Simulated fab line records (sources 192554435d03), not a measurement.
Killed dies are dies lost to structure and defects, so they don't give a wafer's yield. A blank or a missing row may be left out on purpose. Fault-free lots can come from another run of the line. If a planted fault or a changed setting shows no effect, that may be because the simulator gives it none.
Matching of chambers | flow n5 finfet | N5_FIN_CUT_DESCUM_13 on rie diel-03: 4 sister chambers
The step chemistry O2, time 7 s. 18 wafers are shown with their chamber, then 9 later ones without.

WAFERS WITH THEIR CHAMBER
wafer  | chamber | drypump motor current A (A) | showerhead plenum p Torr (Torr) | throttle valve pct (%)
L074.2 | 1       | 5.7                         | 2.15                            | 20.54
L074.3 | 3       | 5.4                         | 2.20                            | 20.66
L074.6 | 0       | 6.5                         | 2.18                            | 20.32
L076.2 | 3       | 5.5                         | 2.20                            | 20.66
L076.5 | 1       | 5.7                         | 2.15                            | 20.52
L076.6 | 2       | 6.6                         | 2.09                            | 20.62
L078.2 | 2       | 6.6                         | 2.09                            | 20.63
L078.3 | 1       | 5.7                         | 2.15                            | 20.55
L078.6 | 1       | 5.7                         | 2.15                            | 20.53
L081.3 | 2       | 6.6                         | 2.08                            | 20.63
L081.4 | 3       | 5.5                         | 2.20                            | 20.70
L081.6 | 1       | 5.7                         | 2.15                            | 20.54
L084.3 | 2       | 6.6                         | 2.08                            | 20.65
L084.4 | 3       | 5.4                         | 2.19                            | 20.70
L084.6 | 2       | 6.6                         | 2.08                            | 20.65
L086.1 | 2       | 6.6                         | 2.08                            | 20.67
L086.3 | 0       | 6.5                         | 2.17                            | 20.35
L086.4 | 3       | 5.4                         | 2.19                            | 20.70

SIGNATURES (averages over the wafers above)
reading                  | chamber 0 | chamber 1 | chamber 2 | chamber 3 | scatter within a chamber
drypump motor current A  | 6.500     | 5.700     | 6.600     | 5.440     | 0.0293
showerhead plenum p Torr | 2.1750    | 2.1500    | 2.0833    | 2.1960    | 0.00465
throttle valve pct       | 20.3350   | 20.5360   | 20.6417   | 20.6840   | 0.0181
Rule: a wafer lies at a distance from a chamber equal to the root of the sum of squares, over the readings, of (its reading less the chamber's mean, divided by the reading's scatter). If the next closest chamber is less than 2 further off than the closest, the wafer can't be placed; otherwise it belongs to the closest. The scatter: take each reading less its chamber's mean, square it, sum over the shown wafers, divide by the number of wafers less the number of chambers, and take the root.

WAFERS MISSING THEIR CHAMBER
wafer  | drypump motor current A (A) | showerhead plenum p Torr (Torr) | throttle valve pct (%)
L088.1 | 5.4                         | 2.19                            | 20.71
L088.3 | 6.6                         | 2.08                            | 20.68
L088.4 | 6.5                         | 2.16                            | 20.35
L093.2 | 5.4                         | 2.19                            | 20.72
L093.4 | 5.7                         | 2.15                            | 20.19
L093.6 | 5.7                         | 2.15                            | 20.19
L095.1 | 6.5                         | 2.16                            | 20.37
L095.3 | 5.7                         | 2.14                            | 20.19
L095.6 | 6.5                         | 2.08                            | 20.67

WHICH CHAMBER EACH ONE RAN IN
wafer  | from the rows above | in truth
L088.1 | 3                   | 3
L088.3 | 2                   | 2
L088.4 | 0                   | 0
L093.2 | 3                   | 3
L093.4 | 1                   | 1
L093.6 | 1                   | 1
L095.1 | 0                   | 0
L095.3 | 1                   | 1
L095.6 | 2                   | 2
Correctly placed: 9 of 9. Not placeable from these rows: 0. Placed wrongly: 0.
